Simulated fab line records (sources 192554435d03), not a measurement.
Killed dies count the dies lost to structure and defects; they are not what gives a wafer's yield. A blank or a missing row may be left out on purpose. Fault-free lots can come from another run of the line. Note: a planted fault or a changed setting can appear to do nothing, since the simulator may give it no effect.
Split-lot study || flow n5_finfet || route with 1938 steps; 7 lots, 39 wafers read

THE SPLIT ITSELF
At N5_SD_EPI_N_ETCH_16 (etches SiO2 in CHF3/O2, target depth 5 nm), the setting target_depth_a was moved away from the recipe's 50 angstrom on 15 of the 39 wafers read, by -52.6% to +48.8%. For the rest of the wafers, this setting stayed at what the recipe calls for.

The split's own step is where the reading is taken.

THE READING
SiARC_of_SD_EPI_N_COAT_33.thk_nm (the simulator's own value, which no gauge read), in nm, at N5_SD_EPI_N_ETCH_16 (etches SiO2 in CHF3/O2, target depth 5 nm). The file does not state a usual value for it. Here, 24 wafers ran the recipe; their average is 12.6 nm with a standard deviation of 0.4 nm.

{"wafer": "L076.1", "tool, chamber at the split": "rie_diel-02, 0", "target_depth_a as run, angstrom": 59.29, "against the recipe": "+18.6%", "SiARC_of_SD_EPI_N_COAT_33.thk_nm, nm": 12, "against lot-mates on the recipe": -0.7}
{"wafer": "L076.2", "tool, chamber at the split": "rie_diel-02, 3", "target_depth_a as run, angstrom": 59.29, "against the recipe": "+18.6%", "SiARC_of_SD_EPI_N_COAT_33.thk_nm, nm": 12.2, "against lot-mates on the recipe": -0.5}
{"wafer": "L076.3", "tool, chamber at the split": "rie_diel-02, 2", "target_depth_a as run, angstrom": 50, "against the recipe": "recipe", "SiARC_of_SD_EPI_N_COAT_33.thk_nm, nm": 12.4, "against lot-mates on the recipe": "-"}
{"wafer": "L076.4", "tool, chamber at the split": "rie_diel-02, 1", "target_depth_a as run, angstrom": 50, "against the recipe": "recipe", "SiARC_of_SD_EPI_N_COAT_33.thk_nm, nm": 13, "against lot-mates on the recipe": "-"}
{"wafer": "L076.5", "tool, chamber at the split": "rie_diel-02, 0", "target_depth_a as run, angstrom": 59.29, "against the recipe": "+18.6%", "SiARC_of_SD_EPI_N_COAT_33.thk_nm, nm": 11.8, "against lot-mates on the recipe": -0.9}
{"wafer": "L076.6", "tool, chamber at the split": "rie_diel-02, 3", "target_depth_a as run, angstrom": 50, "against the recipe": "recipe", "SiARC_of_SD_EPI_N_COAT_33.thk_nm, nm": 12.8, "against lot-mates on the recipe": "-"}
{"wafer": "L083.1", "tool, chamber at the split": "rie_diel-02, 0", "target_depth_a as run, angstrom": 50, "against the recipe": "recipe", "SiARC_of_SD_EPI_N_COAT_33.thk_nm, nm": 12.6, "against lot-mates on the recipe": "-"}
{"wafer": "L083.2", "tool, chamber at the split": "rie_diel-02, 3", "target_depth_a as run, angstrom": 50, "against the recipe": "recipe", "SiARC_of_SD_EPI_N_COAT_33.thk_nm, nm": 13, "against lot-mates on the recipe": "-"}
{"wafer": "L083.6", "tool, chamber at the split": "rie_diel-02, 3", "target_depth_a as run, angstrom": 50, "against the recipe": "recipe", "SiARC_of_SD_EPI_N_COAT_33.thk_nm, nm": 12.8, "against lot-mates on the recipe": "-"}
{"wafer": "L086.1", "tool, chamber at the split": "rie_diel-04, 3", "target_depth_a as run, angstrom": 50, "against the recipe": "recipe", "SiARC_of_SD_EPI_N_COAT_33.thk_nm, nm": 11.8, "against lot-mates on the recipe": "-"}
{"wafer": "L086.2", "tool, chamber at the split": "rie_diel-04, 1", "target_depth_a as run, angstrom": 23.68, "against the recipe": "-52.6%", "SiARC_of_SD_EPI_N_COAT_33.thk_nm, nm": 14.6, "against lot-mates on the recipe": "+2.7"}
{"wafer": "L086.3", "tool, chamber at the split": "rie_diel-04, 0", "target_depth_a as run, angstrom": 23.68, "against the recipe": "-52.6%", "SiARC_of_SD_EPI_N_COAT_33.thk_nm, nm": 14.6, "against lot-mates on the recipe": "+2.7"}
{"wafer": "L086.4", "tool, chamber at the split": "rie_diel-04, 2", "target_depth_a as run, angstrom": 50, "against the recipe": "recipe", "SiARC_of_SD_EPI_N_COAT_33.thk_nm, nm": 11.8, "against lot-mates on the recipe": "-"}
{"wafer": "L086.5", "tool, chamber at the split": "rie_diel-04, 0", "target_depth_a as run, angstrom": 23.68, "against the recipe": "-52.6%", "SiARC_of_SD_EPI_N_COAT_33.thk_nm, nm": 14.6, "against lot-mates on the recipe": "+2.7"}
{"wafer": "L086.6", "tool, chamber at the split": "rie_diel-04, 3", "target_depth_a as run, angstrom": 50, "against the recipe": "recipe", "SiARC_of_SD_EPI_N_COAT_33.thk_nm, nm": 12, "against lot-mates on the recipe": "-"}
{"wafer": "L087.1", "tool, chamber at the split": "rie_diel-02, 1", "target_depth_a as run, angstrom": 74.38, "against the recipe": "+48.8%", "SiARC_of_SD_EPI_N_COAT_33.thk_nm, nm": 11.6, "against lot-mates on the recipe": -1.0}
{"wafer": "L087.2", "tool, chamber at the split": "rie_diel-02, 0", "target_depth_a as run, angstrom": 50, "against the recipe": "recipe", "SiARC_of_SD_EPI_N_COAT_33.thk_nm, nm": 12.8, "against lot-mates on the recipe": "-"}
{"wafer": "L087.3", "tool, chamber at the split": "rie_diel-02, 2", "target_depth_a as run, angstrom": 74.38, "against the recipe": "+48.8%", "SiARC_of_SD_EPI_N_COAT_33.thk_nm, nm": 10.6, "against lot-mates on the recipe": -2.0}
{"wafer": "L087.4", "tool, chamber at the split": "rie_diel-02, 2", "target_depth_a as run, angstrom": 50, "against the recipe": "recipe", "SiARC_of_SD_EPI_N_COAT_33.thk_nm, nm": 12.4, "against lot-mates on the recipe": "-"}
{"wafer": "L087.5", "tool, chamber at the split": "rie_diel-02, 0", "target_depth_a as run, angstrom": 50, "against the recipe": "recipe", "SiARC_of_SD_EPI_N_COAT_33.thk_nm, nm": 12.6, "against lot-mates on the recipe": "-"}
{"wafer": "L087.6", "tool, chamber at the split": "rie_diel-02, 1", "target_depth_a as run, angstrom": 74.38, "against the recipe": "+48.8%", "SiARC_of_SD_EPI_N_COAT_33.thk_nm, nm": 11.4, "against lot-mates on the recipe": -1.2}
{"wafer": "L089.1", "tool, chamber at the split": "rie_diel-02, 2", "target_depth_a as run, angstrom": 50, "against the recipe": "recipe", "SiARC_of_SD_EPI_N_COAT_33.thk_nm, nm": 12.6, "against lot-mates on the recipe": "-"}
{"wafer": "L089.2", "tool, chamber at the split": "rie_diel-02, 1", "target_depth_a as run, angstrom": 50, "against the recipe": "recipe", "SiARC_of_SD_EPI_N_COAT_33.thk_nm, nm": 13.2, "against lot-mates on the recipe": "-"}
{"wafer": "L089.3", "tool, chamber at the split": "rie_diel-02, 0", "target_depth_a as run, angstrom": 28.5, "against the recipe": "-43.0%", "SiARC_of_SD_EPI_N_COAT_33.thk_nm, nm": 14.2, "against lot-mates on the recipe": "+1.4"}
{"wafer": "L089.4", "tool, chamber at the split": "rie_diel-02, 2", "target_depth_a as run, angstrom": 50, "against the recipe": "recipe", "SiARC_of_SD_EPI_N_COAT_33.thk_nm, nm": 12.6, "against lot-mates on the recipe": "-"}
{"wafer": "L089.5", "tool, chamber at the split": "rie_diel-02, 1", "target_depth_a as run, angstrom": 28.5, "against the recipe": "-43.0%", "SiARC_of_SD_EPI_N_COAT_33.thk_nm, nm": 14.6, "against lot-mates on the recipe": "+1.8"}
{"wafer": "L089.6", "tool, chamber at the split": "rie_diel-02, 0", "target_depth_a as run, angstrom": 28.5, "against the recipe": "-43.0%", "SiARC_of_SD_EPI_N_COAT_33.thk_nm, nm": 14.4, "against lot-mates on the recipe": "+1.6"}
{"wafer": "L090.1", "tool, chamber at the split": "rie_diel-02, 3", "target_depth_a as run, angstrom": 50, "against the recipe": "recipe", "SiARC_of_SD_EPI_N_COAT_33.thk_nm, nm": 13.2, "against lot-mates on the recipe": "-"}
{"wafer": "L090.2", "tool, chamber at the split": "rie_diel-02, 0", "target_depth_a as run, angstrom": 50, "against the recipe": "recipe", "SiARC_of_SD_EPI_N_COAT_33.thk_nm, nm": 12.8, "against lot-mates on the recipe": "-"}
{"wafer": "L090.3", "tool, chamber at the split": "rie_diel-02, 2", "target_depth_a as run, angstrom": 50, "against the recipe": "recipe", "SiARC_of_SD_EPI_N_COAT_33.thk_nm, nm": 12.4, "against lot-mates on the recipe": "-"}
{"wafer": "L090.4", "tool, chamber at the split": "rie_diel-02, 3", "target_depth_a as run, angstrom": 50, "against the recipe": "recipe", "SiARC_of_SD_EPI_N_COAT_33.thk_nm, nm": 13, "against lot-mates on the recipe": "-"}
{"wafer": "L090.5", "tool, chamber at the split": "rie_diel-02, 0", "target_depth_a as run, angstrom": 50, "against the recipe": "recipe", "SiARC_of_SD_EPI_N_COAT_33.thk_nm, nm": 12.8, "against lot-mates on the recipe": "-"}
{"wafer": "L090.6", "tool, chamber at the split": "rie_diel-02, 2", "target_depth_a as run, angstrom": 50, "against the recipe": "recipe", "SiARC_of_SD_EPI_N_COAT_33.thk_nm, nm": 12.4, "against lot-mates on the recipe": "-"}
{"wafer": "L096.1", "tool, chamber at the split": "rie_diel-02, 0", "target_depth_a as run, angstrom": 50, "against the recipe": "recipe", "SiARC_of_SD_EPI_N_COAT_33.thk_nm, nm": 12.6, "against lot-mates on the recipe": "-"}
{"wafer": "L096.2", "tool, chamber at the split": "rie_diel-02, 3", "target_depth_a as run, angstrom": 50, "against the recipe": "recipe", "SiARC_of_SD_EPI_N_COAT_33.thk_nm, nm": 13.2, "against lot-mates on the recipe": "-"}
{"wafer": "L096.3", "tool, chamber at the split": "rie_diel-02, 2", "target_depth_a as run, angstrom": 26.92, "against the recipe": "-46.2%", "SiARC_of_SD_EPI_N_COAT_33.thk_nm, nm": 14.2, "against lot-mates on the recipe": "+1.6"}
{"wafer": "L096.4", "tool, chamber at the split": "rie_diel-02, 1", "target_depth_a as run, angstrom": 26.92, "against the recipe": "-46.2%", "SiARC_of_SD_EPI_N_COAT_33.thk_nm, nm": 13.8, "against lot-mates on the recipe": "+1.2"}
{"wafer": "L096.5", "tool, chamber at the split": "rie_diel-02, 0", "target_depth_a as run, angstrom": 26.92, "against the recipe": "-46.2%", "SiARC_of_SD_EPI_N_COAT_33.thk_nm, nm": 14.2, "against lot-mates on the recipe": "+1.6"}
{"wafer": "L096.6", "tool, chamber at the split": "rie_diel-02, 1", "target_depth_a as run, angstrom": 50, "against the recipe": "recipe", "SiARC_of_SD_EPI_N_COAT_33.thk_nm, nm": 12, "against lot-mates on the recipe": "-"}

FIT RESULTS
A straight line over all 39 wafers: SiARC_of_SD_EPI_N_COAT_33.thk_nm changes by -0.0343 nm for each +1% of target_depth_a; r = -0.93; the points scatter about the line by 0.38 nm.
The same after taking each lot's own level away (the mean of its wafers on the recipe; 39 wafers): -0.0377 nm for each +1%; r = -0.94; scatter 0.37 nm.
That fit puts the effect of the largest move of target_depth_a on the reading at 2 nm.
The lots' own levels span 11.87 to 12.80 nm, that is 2.3 times the standard deviation above.
The two slopes agree, so the slope changes little with the lot-to-lot level.
Check: with one of the wafers moved furthest among these (-52.6%) left out of the fit, the line predicts +1.97 nm for it against its lot-mates. It came out at +2.73 nm against them.

OTHER SPLITS APPLIED TO THESE WAFERS
These wafers also went through other splits before the reading. Each is held against what the fit with the lots' levels taken away leaves over:
{"other split on the same wafers": "N5_PMOS_HMC_CHANNEL_EPI_HM_DEP_34 target_thk_a", "wafers away from the commonest value": 18, "r with SiARC_of_SD_EPI_N_COAT_33.thk_nm (lot level and that fit taken away)": -0.16}
{"other split on the same wafers": "N5_FIN_SAQP_SPACER2_ALD_28 target_thk_a", "wafers away from the commonest value": 15, "r with SiARC_of_SD_EPI_N_COAT_33.thk_nm (lot level and that fit taken away)": -0.27}

THE WHOLE CHAIN: every reading that the file lists as answering this split, in the file's order
{"step": "N5_SD_EPI_N_ETCH_16", "what it does": "etches SiO2 in CHF3/O2, target depth 5 nm", "reading": "etch.depth_nm (the simulator's own value, which no gauge read)", "change (the file's fit)": "+0.0494 nm for each +1% of the setting", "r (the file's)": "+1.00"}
{"step": "N5_SD_EPI_N_ETCH_16", "what it does": "etches SiO2 in CHF3/O2, target depth 5 nm", "reading": "SiARC_of_SD_EPI_N_COAT_33.thk_nm (the simulator's own value, which no gauge read)", "change (the file's fit)": "-0.0382 nm for each +1% of the setting", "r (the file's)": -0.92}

THE FILE'S OWN FIT
SiARC_of_SD_EPI_N_COAT_33.thk_nm changes by -0.0382 nm for each +1% of target_depth_a, r = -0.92.
